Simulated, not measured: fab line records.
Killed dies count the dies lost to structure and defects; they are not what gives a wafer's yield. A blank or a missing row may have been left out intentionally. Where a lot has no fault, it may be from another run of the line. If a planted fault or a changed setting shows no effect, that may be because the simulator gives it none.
fab line records	flow n5Finfet
record: lots: 7	wafers: 39
route steps=1938 shown BEOL_M11@1554 BEOL_M14@1716
startH: hours from the record's opening day to when the first of the lot's shown wafers began	waitH: hours elapsed since this lot's preceding step	" the same as in the row above	L1.1+2: a single row standing in for several wafers	- either no value or no given start	* or withheld: withheld	< > ~ a bound
route shown NAME@n: names a module that has steps shown in the file, with the first one's number in the route	usual: mean/standard deviation of fault-free wafers	same: alike in all rows	chamber/n: place in a boat	sites: readings site by site	_std_site: the standard deviation of these	_edge_site: inner sites' mean taken away from outer sites' mean	radiusMm: for every site, how far away it sits from the centre of the wafer	mask NAME#n: copy n	behind: the most recent tool/chamber to have shaped the wafer	hold: why the lot was held/for how many hours/how that ended	device: the n, p or np transistor that did not switch	end of line: tests run on the same wafers once the route is complete	where a step has no rows: the recipe by itself	killed: the dies lost at the first sort to structure and to defects; this is not the yield of the wafer	map: a wafer's dies, x killed, . not, _ none there
set.NAME: the setting that was run; set.NAME@STEP: the one run at that earlier step	model.NAME: the simulator's own value behind a step, which no gauge read
lots run with intentionally changed settings; tables by step, rows by wafer
== steps ==
step: N5_BEOL_M11_ETCH_62
recipe: chemistry: N2/H2	target: SOC	targetDepthA: 1100	overetchA: 220	maskMaterial: SiARC	tempC: 40	timeS: 165	ionEnergyEv: 200	pressureMtorr: 30	sourceW: 840	biasW: 150	n2FlowSccm: 200	h2FlowSccm: 200
lot.wafer	tool	chamber	startH	waitH	set.timeS	model.etch.depthNm	model.SiARC_of_BEOL_M11_COAT_60.thkNm
L077.1	rieDiel-02	2	258.57	0.0	165	99.97	23.6
L077.2	"	1	"	"	122.9	99.24	25
L077.3	"	0	"	"	165	100	22.8
L077.4	"	3	"	"	122.9	95.5	25.2
L077.5	"	0	"	"	122.9	100.1	24.6
L077.6	"	3	"	"	165	99.8	23.6
L085.1	rieDiel-02	1	286.47	0.0	165	100.2	23.4
L085.2	"	2	"	"	165	100	23.8
L085.3	"	0	"	"	74.12	61.83	26.8
L085.4	"	3	"	"	74.12	57.7	27
L085.5	"	2	"	"	74.12	56.74	27.2
L085.6	"	3	"	"	165	100.1	23.6
L084.1	rieDiel-02	0	293.98	0.0	165	100.3	23
L084.2	"	3	"	"	87.79	69.21	26.6
L084.3	"	2	"	"	165	100.3	23.8
L084.4	"	1	"	"	87.79	70.73	26.4
L084.5	"	3	"	"	165	100.3	23.6
L084.6	"	0	"	"	87.79	74.14	26.2
L088.1	rieDiel-05	1	306.73	0.0	93.08	73.57	26.6
L088.2	"	3	"	"	165	100.1	23.4
L088.3	"	2	"	"	165	100.1	23.6
L088.4	"	0	"	"	93.08	75.61	26.2
L088.5	"	3	"	"	165	99.91	23.6
L088.6	"	0	"	"	93.08	75.88	26.4
L092.1	rieDiel-02	2	323.87	0.0	165	99.77	23.8
L092.2	"	1	"	"	165	99.72	23.4
L092.3	"	3	"	"	129.2	99.63	25
L092.4	"	0	"	"	129.2	100.1	24.4
L092.5	"	1	"	"	165	99.65	23.4
L092.6	"	0	"	"	129.2	99.93	24.4
L091.1	rieDiel-05	3	327.76	0.0	165	99.23	23.4
L091.5	"	2	"	"	165	99.63	23.6
L091.6	"	1	"	"	165	99.32	23.8
L093.1	rieDiel-03	1	347.24	0.0	165	99.82	23
L093.2	"	0	"	"	165	100.1	23.2
L093.3	"	2	"	"	165	100.2	23.6
L093.4	"	3	"	"	165	100.1	23.6
L093.5	"	2	"	"	165	99.94	23.6
L093.6	"	3	"	"	165	100.4	23.4
step: N5_BEOL_M11_STRIP_68
recipe: chemistry: N2/H2	tempC: 40	n2FlowSccm: 200	h2FlowSccm: 200	rfFrequencyHz: 6e+07
step: N5_BEOL_M11_STRIP_67
recipe: chemistry: CF4	resist: SiARC	powerW: 300	biasPowerW: 75	pressureMtorr: 50	cf4FlowSccm: 150	rfFrequencyHz: 6e+07
step: N5_BEOL_M11_HM_OPEN_17
recipe: chemistry: Cl2/BCl3	targetDepthA: 200	overetchA: 60	target: TiN	maskMaterial: SOC	ionEnergyEv: 150	pressureMtorr: 10	icpW: 1000	biasW: 126	Cl2_flow_sccm: 53.25	bcl3FlowSccm: 21.75	Ar_flow_sccm: 25
usual: oesProductAu: 0.71/0.041
lot.wafer	tool	chamber	startH	waitH	set.timeS@BEOL_M11_ETCH_62	oesProductAu
L077.1	rieMetal-03	1	258.76	0.0	165	0.74
L077.2	"	0	"	"	122.9	0.80
L077.3	"	0	"	"	165	0.78
L077.4	"	1	"	"	122.9	0.70
L077.5	"	1	"	"	122.9	0.75
L077.6	"	0	"	"	165	0.77
L085.1	rieMetal-01	1	286.66	0.0	165	0.72
L085.2	"	0	"	"	165	0.70
L085.3	"	1	"	"	74.12	0.32
L085.4	"	0	"	"	74.12	0.31
L085.5	"	0	"	"	74.12	0.31
L085.6	"	1	"	"	165	0.72
L084.1	rieMetal-03	0	294.17	0.0	165	0.75
L084.2	"	1	"	"	87.79	0.32
L084.3	"	1	"	"	165	0.72
L084.4	"	0	"	"	87.79	0.33
L084.5	"	1	"	"	165	0.72
L084.6	"	0	"	"	87.79	0.33
L088.1	rieMetal-02	0	306.92	0.0	93.08	0.30
L088.2	"	1	"	"	165	0.64
L088.3	"	0	"	"	165	0.70
L088.4	"	1	"	"	93.08	0.28
L088.5	"	0	"	"	165	0.71
L088.6	"	1	"	"	93.08	0.28
L092.1	rieMetal-01	0	324.07	0.0	165	0.69
L092.2	"	1	"	"	165	0.72
L092.3	"	1	"	"	129.2	0.72
L092.4	"	0	"	"	129.2	0.70
L092.5	"	0	"	"	165	0.70
L092.6	"	1	"	"	129.2	0.69
L091.1	rieMetal-03	1	327.95	0.0	165	0.71
L091.5	"	0	"	"	165	0.73
L091.6	"	1	"	"	165	0.71
L093.1	rieMetal-01	1	347.43	0.0	165	0.71
L093.2	"	0	"	"	165	0.69
L093.3	"	1	"	"	165	0.70
L093.4	"	0	"	"	165	0.68
L093.5	"	0	"	"	165	0.68
L093.6	"	1	"	"	165	0.71
step: N5_BEOL_M11_STRIP_19
recipe: chemistry: O2	powerW: 400	tempC: 40	pressureMtorr: 30	rfFrequencyHz: 6e+07	biasPowerW: 0	overashFraction: 0.2	o2FlowSccm: 225
step: N5_BEOL_M11_ETCH_66
recipe: chemistry: N2/H2	target: SOC	targetDepthA: 1200	overetchA: 240	maskMaterial: SiARC	tempC: 40	timeS: 180	ionEnergyEv: 200	pressureMtorr: 30	sourceW: 840	biasW: 150	n2FlowSccm: 200	h2FlowSccm: 200
step: N5_BEOL_M11_STRIP_69
recipe: chemistry: N2/H2	tempC: 40	n2FlowSccm: 200	h2FlowSccm: 200	rfFrequencyHz: 6e+07
step: N5_BEOL_M11_VIA_ETCH_34
recipe: chemistry: C4F6/O2	target: SiCOH_lowk	targetDepthA: 1845	maskMaterial: SOC	taperDeg: 4	timeS: 69.2	ionEnergyEv: 250	pressureMtorr: 30	sourceW: 345	biasW: 185	Ar_flow_sccm: 300	C4F6_flow_sccm: 10	O2_flow_sccm: 10
usual: oesProductAu: 0.78/0.071
lot.wafer	tool	chamber	startH	waitH	set.timeS@BEOL_M11_ETCH_62	oesProductAu
L077.1	rieDiel-03	2	259.70	0.0	165	0.68
L077.2	"	3	"	"	122.9	0.58
L077.3	"	1	"	"	165	0.87
L077.4	"	0	"	"	122.9	0.36
L077.5	"	0	"	"	122.9	0.81
L077.6	"	3	"	"	165	0.78
L085.1	rieDiel-05	1	289.54	0.0	165	0.71
L085.2	"	3	"	"	165	0.78
L085.3	"	2	"	"	74.12	0.29
L085.4	"	1	"	"	74.12	0.27
L085.5	"	3	"	"	74.12	0.29
L085.6	"	2	"	"	165	0.77
L084.1	rieDiel-03	0	295.07	0.0	165	0.80
L084.2	"	2	"	"	87.79	0.36
L084.3	"	3	"	"	165	0.77
L084.4	"	1	"	"	87.79	0.32
L084.5	"	1	"	"	165	0.86
L084.6	"	0	"	"	87.79	0.30
L088.1	rieDiel-03	2	308.70	0.0	93.08	0.35
L088.2	"	0	"	"	165	0.78
L088.3	"	1	"	"	165	0.85
L088.4	"	3	"	"	93.08	0.29
L088.5	"	1	"	"	165	0.85
L088.6	"	0	"	"	93.08	0.30
L092.1	rieDiel-03	0	325.29	0.0	165	0.79
L092.2	"	1	"	"	165	0.85
L092.3	"	2	"	"	129.2	0.86
L092.4	"	2	"	"	129.2	0.91
L092.5	"	1	"	"	165	0.85
L092.6	"	0	"	"	129.2	0.78
L091.1	rieDiel-02	2	330.01	0.0	165	0.67
L091.5	"	3	"	"	165	0.71
L091.6	"	2	"	"	165	0.67
L093.1	rieDiel-05	0	349.19	0.0	165	0.91
L093.2	"	3	"	"	165	0.77
L093.3	"	1	"	"	165	0.70
L093.4	"	1	"	"	165	0.68
L093.5	"	3	"	"	165	0.77
L093.6	"	0	"	"	165	0.91
step: N5_BEOL_M14_ILD_DEP_00
recipe: material: SiO2	targetThkA: 11193	tempC: 400	precursor: TEOS/O2	pressureTorr: 6.5	rfW: 900	teosFlowSccm: 161.4	gas: O2	flowSccm: 2650	timeS: 237.4
lot.wafer	tool	chamber	startH	waitH	set.targetThkA	model.SiO2_of_BEOL_M14_ILD_DEP_00.thkNm
L077.1	pecvd-01	0	272.17	0.0	11193	1115
L077.2+6	"	1	"	"	11193	1109
L077.3	"	2	"	"	11193	1106
L077.4	"	2	"	"	11193	1123
L077.5	"	0	"	"	11193	1116
L085.1	pecvd-01	0	307.30	0.0	11193	1092
L085.2	"	1	"	"	5849	575.4
L085.3	"	2	"	"	5849	565.4
L085.4	"	0	"	"	11193	1109
L085.5	"	2	"	"	11193	1094
L085.6	"	1	"	"	5849	569
L084.1	pecvd-01	0	310.97	0.0	5028	500
L084.2	"	1	"	"	11193	1111
L084.3	"	2	"	"	11193	1090
L084.4	"	0	"	"	11193	1127
L084.5	"	2	"	"	5028	500.4
L084.6	"	1	"	"	5028	508.6
L088.1	pecvd-01	0	327.48	0.0	9407	927.4
L088.2	"	2	"	"	9407	927.6
L088.3	"	1	"	"	9407	932.8
L088.4	"	1	"	"	11193	1148
L088.5	"	0	"	"	11193	1135
L088.6	"	2	"	"	11193	1123
L092.1	pecvd-02	2	342.33	0.0	7432	736
L092.2	"	0	"	"	7432	748.8
L092.3	"	1	"	"	11193	1136
L092.4	"	1	"	"	7432	769.2
L092.5	"	0	"	"	11193	1133
L092.6	"	2	"	"	11193	1120
L091.1	pecvd-04	1	342.87	0.0	11193	1124
L091.5	"	0	"	"	11193	1128
L091.6	"	1	"	"	11193	1140
L093.1	pecvd-01	1	362.51	0.0	11193	1114
L093.2	"	2	"	"	14210	1404
L093.3	"	0	"	"	14210	1443
L093.4	"	2	"	"	11193	1122
L093.5	"	0	"	"	11193	1158
L093.6	"	1	"	"	14210	1437
step: N5_BEOL_M14_THK_MEAS_01
recipe: reads: SiO2_of_BEOL_M14_ILD_DEP_00
usual: M14_ILD_THK: 1116/16
lot.wafer	tool	chamber	startH	waitH	set.targetThkA@BEOL_M14_ILD_DEP_00	M14_ILD_THK[nm]
L077.1	filmMetro-02	-	272.36	0.1	11193	1115
L077.2	"	-	"	"	11193	1109
L077.3	"	-	"	"	11193	1107
L077.4	"	-	"	"	11193	1123
L077.5	"	-	"	"	11193	1115
L077.6	"	-	"	"	11193	1108
L085.1	filmMetro-01	-	307.49	0.1	11193	1091
L085.2	"	-	"	"	5849	575
L085.3	"	-	"	"	5849	566
L085.4	"	-	"	"	11193	1109
L085.5	"	-	"	"	11193	1094
L085.6	"	-	"	"	5849	569
L084.1	filmMetro-02	-	311.16	0.1	5028	500
L084.2	"	-	"	"	11193	1111
L084.3	"	-	"	"	11193	1091
L084.4	"	-	"	"	11193	1128
L084.5	"	-	"	"	5028	500
L084.6	"	-	"	"	5028	509
L088.1	filmMetro-02	-	327.67	0.1	9407	927
L088.2	"	-	"	"	9407	927
L088.3	"	-	"	"	9407	934
L088.4	"	-	"	"	11193	1149
L088.5	"	-	"	"	11193	1136
L088.6	"	-	"	"	11193	1123
L092.1	filmMetro-01	-	342.52	0.1	7432	737
L092.2	"	-	"	"	7432	749
L092.3	"	-	"	"	11193	1136
L092.4	"	-	"	"	7432	769
L092.5	"	-	"	"	11193	1133
L092.6	"	-	"	"	11193	1119
L091.1	filmMetro-01	-	343.05	0.1	11193	1124
L091.5	"	-	"	"	11193	1129
L091.6	"	-	"	"	11193	1140
L093.1	filmMetro-02	-	362.70	0.1	11193	1112
L093.2	"	-	"	"	14210	1403
L093.3	"	-	"	"	14210	1443
L093.4	"	-	"	"	11193	1123
L093.5	"	-	"	"	11193	1158
L093.6	"	-	"	"	14210	1437
step: N5_BEOL_M14_COAT_58
recipe: resist: BARC	tempC: 205	timeS: 60	spinRpm: 1500	resistThkNm: 89
step: N5_BEOL_M14_COAT_04
recipe: spinRpm: 1704	resistThkNm: 800
step: N5_BEOL_M14_DESCUM_15
recipe: chemistry: O2	timeS: 7.9	sourcePowerW: 50	biasPowerW: 20	pressureMtorr: 20	rfFrequencyHz: 2.712e+07	tempC: 40	o2FlowSccm: 225
step: N5_BEOL_M14_ETCH_59
recipe: chemistry: N2/H2	target: BARC	targetDepthA: 890	overetchA: 267	timeS: 67.9	ionEnergyEv: 200	pressureMtorr: 30	sourceW: 840	biasW: 150	n2FlowSccm: 200	h2FlowSccm: 200
step: N5_BEOL_M14_VIA_ETCH_16
recipe: chemistry: C4F8/O2/Ar	target: SiO2	heInnerTorr: 15	heOuterTorr: 30	targetDepthA: 12313	timeS: withheld	ionEnergyEv: 800	pressureMtorr: 20	sourceW: 1905	biasW: 2040	Ar_flow_sccm: 400	C4F8_flow_sccm: 16	O2_flow_sccm: 12	ends: cleared
lot.wafer	tool	chamber	startH	waitH	set.targetThkA@BEOL_M14_ILD_DEP_00	model.etch.depthNm	model.coat_of_BEOL_M14_COAT_04.thkNm
L077.1	rieDiel-06	1	272.97	0.0	11193	1115	457
L077.2	"	0	"	"	11193	1109	461.6
L077.3	"	2	"	"	11193	1106	461
L077.4	"	3	"	"	11193	1123	456.2
L077.5	"	2	"	"	11193	1116	459.6
L077.6	"	1	"	"	11193	1109	459.8
L085.1	rieDiel-01	3	308.96	0.0	11193	1092	464.6
L085.2	"	1	"	"	5849	575.4	587
L085.3	"	0	"	"	5849	565.5	583
L085.4	"	2	"	"	11193	1109	466.6
L085.5	"	2	"	"	11193	1094	467.2
L085.6	"	3	"	"	5849	569	587.6
L084.1	rieDiel-04	3	311.64	0.0	5028	500.1	602.2
L084.2	"	2	"	"	11193	1111	463.6
L084.3	"	0	"	"	11193	1090	459
L084.4	"	3	"	"	11193	1127	453.4
L084.5	"	2	"	"	5028	500.3	599.6
L084.6	"	0	"	"	5028	508.7	597.6
L088.1	rieDiel-01	2	328.15	0.0	9407	927.4	503.8
L088.2	"	3	"	"	9407	927.5	499.6
L088.3	"	0	"	"	9407	932.7	493.2
L088.4	"	3	"	"	11193	1148	449.2
L088.5	"	0	"	"	11193	1135	447.2
L088.6	"	2	"	"	11193	1123	457.4
L092.1	rieDiel-01	3	343.18	0.0	7432	735.9	548.4
L092.2	"	0	"	"	7432	748.7	538.8
L092.3	"	1	"	"	11193	1136	454.2
L092.4	"	2	"	"	7432	769.1	541.8
L092.5	"	2	"	"	11193	1133	457
L092.6	"	3	"	"	11193	1120	457.2
L091.1	rieDiel-04	3	343.97	0.0	11193	1124	462.6
L091.5	"	1	"	"	11193	1128	454.2
L091.6	"	3	"	"	11193	1140	457.8
L093.1	rieDiel-01	1	363.22	0.0	11193	1114	463.6
L093.2	"	2	"	"	14210	1404	397
L093.3	"	0	"	"	14210	1443	375
L093.4	"	3	"	"	11193	1122	458.6
L093.5	"	0	"	"	11193	1158	441.4
L093.6	"	3	"	"	14210	1437	381.8
== key ==
split: step: N5_BEOL_M11_ETCH_62	setting: timeS	stated: 165	by: wafer
response: step: N5_BEOL_M11_ETCH_62	reading: model.etch.depthNm	change: +0.577	per: 1%	r: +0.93
response: step: N5_BEOL_M11_ETCH_62	reading: model.SiARC_of_BEOL_M11_COAT_60.thkNm	change: -0.0623	per: 1%	r: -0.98
response: step: N5_BEOL_M11_HM_OPEN_17	reading: oesProductAu	change: +0.00714	per: 1%	r: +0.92
response: step: N5_BEOL_M11_VIA_ETCH_34	reading: oesProductAu	change: +0.0092	per: 1%	r: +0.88
split: step: N5_BEOL_M14_ILD_DEP_00	setting: targetThkA	stated: 11193	by: wafer
response: step: N5_BEOL_M14_ILD_DEP_00	reading: model.SiO2_of_BEOL_M14_ILD_DEP_00.thkNm	change: +11.1	per: 1%	r: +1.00
response: step: N5_BEOL_M14_THK_MEAS_01	reading: M14_ILD_THK	change: +11.1	per: 1%	r: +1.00
response: step: N5_BEOL_M14_VIA_ETCH_16	reading: model.etch.depthNm	change: +11.1	per: 1%	r: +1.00
response: step: N5_BEOL_M14_VIA_ETCH_16	reading: model.coat_of_BEOL_M14_COAT_04.thkNm	change: -2.57	per: 1%	r: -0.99
